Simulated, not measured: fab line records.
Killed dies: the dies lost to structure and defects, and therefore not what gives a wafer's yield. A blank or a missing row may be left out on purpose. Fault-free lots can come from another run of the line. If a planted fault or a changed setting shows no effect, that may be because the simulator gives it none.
Split-lot study -- flow n5Finfet -- 7 lots, 21 wafers read, on a route of 1938 steps

ON THE SPLIT
At N5_BEOL_M5_COAT_66 (time 60 s, resist thk 12 nm), the setting spinRpm was moved away from the recipe's 1500 rpm on 5 of the 21 wafers read, by -9.9% to +8.9%. For the rest of the wafers, this setting stayed at what the recipe calls for.

FROM THE SPLIT TO THE READING: what the file shows between them, 4 steps
- N5_BEOL_M5_COAT_74: time 60 s, resist thk 5 nm
- N5_BEOL_M5_COAT_22: resist thk 30 nm
- N5_BEOL_M5_DESCUM_33: chemistry O2, time 7 s
- N5_BEOL_M5_ETCH_75: etches underlayer in N2/H2, target depth 6.5 nm, time 5.2 s

THE READING
CAR-EUV_of_BEOL_M5_COAT_22.thkNm (the simulator's own value, which no gauge read), in nm, at N5_BEOL_M5_ETCH_67 (etches SiARC in CF4, target depth 15.6 nm, time 26 s). No usual value for it is given in the file. The 16 wafers here that ran the recipe average 11.2 nm, standard deviation 0.086 nm.

wafer,"tool, chamber at the split","spinRpm as run, rpm",against the recipe,"CAR-EUV_of_BEOL_M5_COAT_22.thkNm, nm",against lot-mates on the recipe
L074.1,"lithoTrack-01, 0",1500,recipe,11.2,-
L074.5,"lithoTrack-01, 0",1500,recipe,11.4,-
L074.6,"lithoTrack-01, 0",1404,-6.4%,11,-0.3
L077.1,"lithoTrack-01, 0",1500,recipe,11.2,-
L077.2,"lithoTrack-01, 0",1500,recipe,11.2,-
L077.3,"lithoTrack-01, 0",1500,recipe,11,-
L082.1,"lithoTrack-03, 0",1500,recipe,11.2,-
L082.4,"lithoTrack-03, 0",1500,recipe,11.2,-
L082.5,"lithoTrack-03, 0",1500,recipe,11.2,-
L083.3,"lithoTrack-01, 0",1500,recipe,11.2,-
L083.4,"lithoTrack-01, 0",1441,-3.9%,11,-0.2
L083.6,"lithoTrack-01, 0",1500,recipe,11.2,-
L091.1,"lithoTrack-04, 0",1633,+8.9%,11.6,+0.4
L091.2,"lithoTrack-04, 0",1500,recipe,11.2,-
L091.4,"lithoTrack-04, 0",1500,recipe,11.2,-
L092.2,"lithoTrack-01, 0",1500,recipe,11.2,-
L092.5,"lithoTrack-01, 0",1500,recipe,11,-
L092.6,"lithoTrack-01, 0",1500,recipe,11.2,-
L094.1,"lithoTrack-04, 0",1500,recipe,11.2,-
L094.3,"lithoTrack-04, 0",1352,-9.9%,10.8,-0.4
L094.5,"lithoTrack-04, 0",1352,-9.9%,10.8,-0.4

THE FIT
A straight line over all 21 wafers: CAR-EUV_of_BEOL_M5_COAT_22.thkNm changes by +0.0405 nm for each +1% of spinRpm; r = +0.89; the points scatter about the line by 0.081 nm.
The same after taking each lot's own level away (the mean of its wafers on the recipe; 21 wafers): +0.0429 nm for each +1%; r = +0.94; scatter 0.063 nm.
That fit puts the effect of the largest move of spinRpm on the reading at 0.42 nm.
From 11.13 to 11.30 nm: that is the span of the lots' own levels, equal to 1.9 times the standard deviation above.
So the lot-to-lot level changes the slope little: the two slopes agree.
Check: -0.433 nm against its lot-mates is what the line predicts for one of the wafers moved furthest among these (-9.9%) when that wafer is left out of the fit. Against them it came out at -0.4 nm.

THESE WAFERS: OTHER SPLITS
Note: prior to the reading, these wafers also went through further splits. Each is held against what the fit with the lots' levels taken away leaves over:
other split on the same wafers,wafers away from the commonest value,r with CAR-EUV_of_BEOL_M5_COAT_22.thkNm (lot level and that fit taken away)
N5_BEOL_M2_COAT_05 spinRpm,6,+0.08
N5_BEOL_M2_DEP_57 timeS,4,-0.17
N5_BEOL_M3_ILD_DEP_00 timeS,6,-0.04
N5_BEOL_M3_TRENCH_ETCH_37 biasW,9,+0.01
N5_BEOL_M4_DESCUM_16 timeS,10,-0.17
N5_BEOL_M4_ETCH_64 timeS,6,-0.15
N5_BEOL_M5_ETCH_62 sourceW,7,+0.09

THE WHOLE CHAIN: every reading that the file lists as answering this split, in the file's order
step,what it does,reading,change (the file's fit),r (the file's)
N5_BEOL_M5_COAT_66,"time 60 s, resist thk 12 nm","SiARC_of_BEOL_M5_COAT_66.thkNm (the simulator's own value, which no gauge read)",-0.0628 nm for each +1% of the setting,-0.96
N5_BEOL_M5_ETCH_67,"etches SiARC in CF4, target depth 15.6 nm, time 26 s","etch.depthNm (the simulator's own value, which no gauge read)",-0.0616 nm for each +1% of the setting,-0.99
N5_BEOL_M5_ETCH_67,"etches SiARC in CF4, target depth 15.6 nm, time 26 s","CAR-EUV_of_BEOL_M5_COAT_22.thkNm (the simulator's own value, which no gauge read)",+0.0439 nm for each +1% of the setting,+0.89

THE FILE'S OWN FIT
CAR-EUV_of_BEOL_M5_COAT_22.thkNm changes by +0.0439 nm for each +1% of spinRpm, r = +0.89.
